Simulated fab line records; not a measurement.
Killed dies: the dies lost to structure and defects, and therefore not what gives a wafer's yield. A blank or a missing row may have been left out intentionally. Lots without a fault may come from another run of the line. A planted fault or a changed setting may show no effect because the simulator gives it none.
A struck lot beside a sound one + flow nand-harc + 16 steps out of a route of 1302
Sound: the wafers L969.1, L969.3, L969.6. The struck wafers were L967.3, L967.5, L967.6. The cause is given at the end.
Order at every step that has rows: each side's tool, ch and its chambers, its first start. Under that, the readings that differ: sound wafers + struck wafers + difference of the means + sigmas: that difference in standard deviations of wafers without a fault.
alike: same words and numbers on both sides, and readings whose means sit less than 2 such deviations apart. not compared: any withheld reading, any reading some wafer has no value for, any bound like >300 that may hide the same value, and any number with overlapping values for which the record gives no deviation.
Wherever a step has rows on one side only, a row that says differs or no value, or a row with sigmas, the two part there. Numbers that don't overlap but have no deviation are shown without sigmas and don't part them. A reading missing from all wafers of one side parts the sides only when that side holds two or more wafers.

NHARC_A_WL_FILL_INSPECT_15:
  sound on defect-inspect-02 at day 24 21:21; struck on defect-inspect-01 at day 24 18:31
  alike: raw-defect-count
NHARC_A_CONTACT_DEP_24: deposits SiO2, target thk 500 nm.
  sound on pecvd-04 ch 1,2, day 24 21:25; struck on pecvd-04 ch 1,2, day 24 18:52
  alike: chamber-pressure-Torr, heater-power-w, throttle-valve-pct
NHARC_A_CONTACT_DEP_28: deposits aC, target thk 7000 nm.
  sound on acl-dep-03 ch 0, day 25 01:55; struck on acl-dep-01 ch 0, day 24 23:22
| reading                | sound                | struck               | difference | sigmas |
|------------------------|----------------------|----------------------|------------|--------|
| throttle-valve-pct (%) | 34.998 35.017 35.008 | 34.988 34.984 34.991 | -0.020     | -2     |
NHARC_A_CONTACT_DEP_29: deposits SiON, target thk 100 nm.
  sound on pecvd-04 ch 1,2, day 25 06:13; struck on pecvd-02 ch 0,1,2, day 25 02:20
  alike: chamber-pressure-Torr, heater-power-w
then, 7 steps without rows for these wafers: NHARC_A_CONTACT_DEHYDRATE_32 (time 120 s); NHARC_A_CONTACT_HMDS_33 (time 30 s); NHARC_A_CONTACT_COAT_34 (time 75 s); NHARC_A_CONTACT_COAT_35 (time 65 s); NHARC_A_CONTACT_COAT_36 (resist thk 90 nm); NHARC_A_CONTACT_SOFTBAKE_37 (time 55 s); NHARC_A_CONTACT_EBR_38.
NHARC_A_CONTACT_EXPOSE_39: exposes mask A CC 3.
  sound on arfi-scanner-02 ch 0, day 25 06:48; struck on arfi-scanner-03 ch 0, day 25 02:52
| reading              | sound             | struck            | difference | sigmas      |
|----------------------|-------------------|-------------------|------------|-------------|
| exposure-dose-mJ-cm2 | 58.73 58.78 58.70 | 81.74 81.78 81.81 | +23.04     | +99 or more |
  alike: mask
then, 2 steps without rows for these wafers: NHARC_A_CONTACT_PEB_40 (peb time 65 s); NHARC_A_CONTACT_DEVELOP_41 (develop time 35 s).
NHARC_A_CONTACT_CD_MEAS_42 targets a cd of 300 nm.
  sound on cd-sem-03 ch 0, day 25 06:56; struck on cd-sem-02 ch 0, day 25 03:01
| reading    | sound             | struck            | difference | sigmas |
|------------|-------------------|-------------------|------------|--------|
| cd-nm (nm) | 299.9 300.2 299.9 | 319.1 317.6 318.5 | +18.4      | +46    |
NHARC_A_CONTACT_OVL_MEAS_43:
  sound on overlay-01 at day 25 07:02; struck on overlay-01 at day 25 03:06
  alike: overlay-x-nm, overlay-y-nm

## WHERE THEY PART
Earliest at NHARC_A_CONTACT_DEP_28; latest, in this record, at NHARC_A_CONTACT_CD_MEAS_42. Later steps at which nothing parts them and some readings are alike: NHARC_A_CONTACT_OVL_MEAS_43.

WHY: what had been put in by the simulator
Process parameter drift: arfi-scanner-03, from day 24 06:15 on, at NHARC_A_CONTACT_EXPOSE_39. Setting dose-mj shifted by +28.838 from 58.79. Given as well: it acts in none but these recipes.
